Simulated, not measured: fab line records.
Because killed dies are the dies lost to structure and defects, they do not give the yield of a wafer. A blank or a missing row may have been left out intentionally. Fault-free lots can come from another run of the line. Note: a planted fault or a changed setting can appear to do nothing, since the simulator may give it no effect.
Matching of chambers ; flow n5_finfet ; 4 sister chambers for N5_MOL_CONTACT_COAG_STRIP_98 on rie_diel-04
The step strips in N2/H2. 16 wafers are shown with their chamber, then 8 later ones without.

== WAFERS WITH THEIR CHAMBER ==
wafer;chamber;drypump_motor_current_A (A);throttle_valve_pct (%);oes_product_au (a.u.)
L075.2;0;6.1;19.11;0.69
L075.4;3;5.1;19.56;0.72
L075.5;2;5.2;18.63;0.72
L076.4;2;5.2;18.65;0.72
L076.5;3;5.1;19.58;0.72
L076.6;2;5.2;18.67;0.73
L078.4;3;5.2;19.58;0.72
L078.5;2;5.2;18.66;0.72
L078.6;1;5.6;18.99;0.96
L082.1;1;5.6;19.03;0.91
L082.3;2;5.2;18.71;0.71
L082.6;3;5.1;19.57;0.71
L087.2;2;5.2;18.70;0.71
L087.4;3;5.1;19.63;0.71
L087.6;1;5.6;19.05;0.91
L092.1;0;6.1;18.82;0.96

SIGNATURES (means of the wafers above)
reading;chamber 0;chamber 1;chamber 2;chamber 3;scatter within a chamber
drypump_motor_current_A;6.100;5.600;5.200;5.120;0.0258
throttle_valve_pct;18.9650;19.0233;18.6700;19.5840;0.0655
oes_product_au;0.8250;0.9267;0.7183;0.7160;0.0567
Rule: for a wafer and a chamber, the distance is found by dividing, reading by reading, the gap between the wafer's reading and the chamber's mean by the reading's scatter, squaring, summing and taking the root. If the next closest chamber is less than 2 further off than the closest, the wafer can't be placed; otherwise it belongs to the closest. The scatter is the square root of a quotient: the sum, over the shown wafers, of each reading's squared deviation from its chamber's mean, divided by wafers minus chambers.

== WAFERS WITH NO CHAMBER GIVEN ==
wafer;drypump_motor_current_A (A);throttle_valve_pct (%);oes_product_au (a.u.)
L092.2;5.6;19.06;0.89
L092.5;5.1;19.64;0.69
L093.1;5.5;19.09;0.90
L093.4;5.2;18.76;0.70
L093.5;6.1;18.78;0.96
L094.1;5.2;19.66;0.68
L094.5;5.6;19.05;0.88
L094.6;5.2;18.74;0.68

== WHICH CHAMBER EACH WENT THROUGH ==
wafer;from the rows above;in truth
L092.2;1;1
L092.5;3;3
L093.1;1;1
L093.4;2;2
L093.5;0;0
L094.1;3;3
L094.5;1;1
L094.6;2;2
8 of 8 placed correctly. From these rows, 0 cannot be placed. Number placed wrongly: 0.
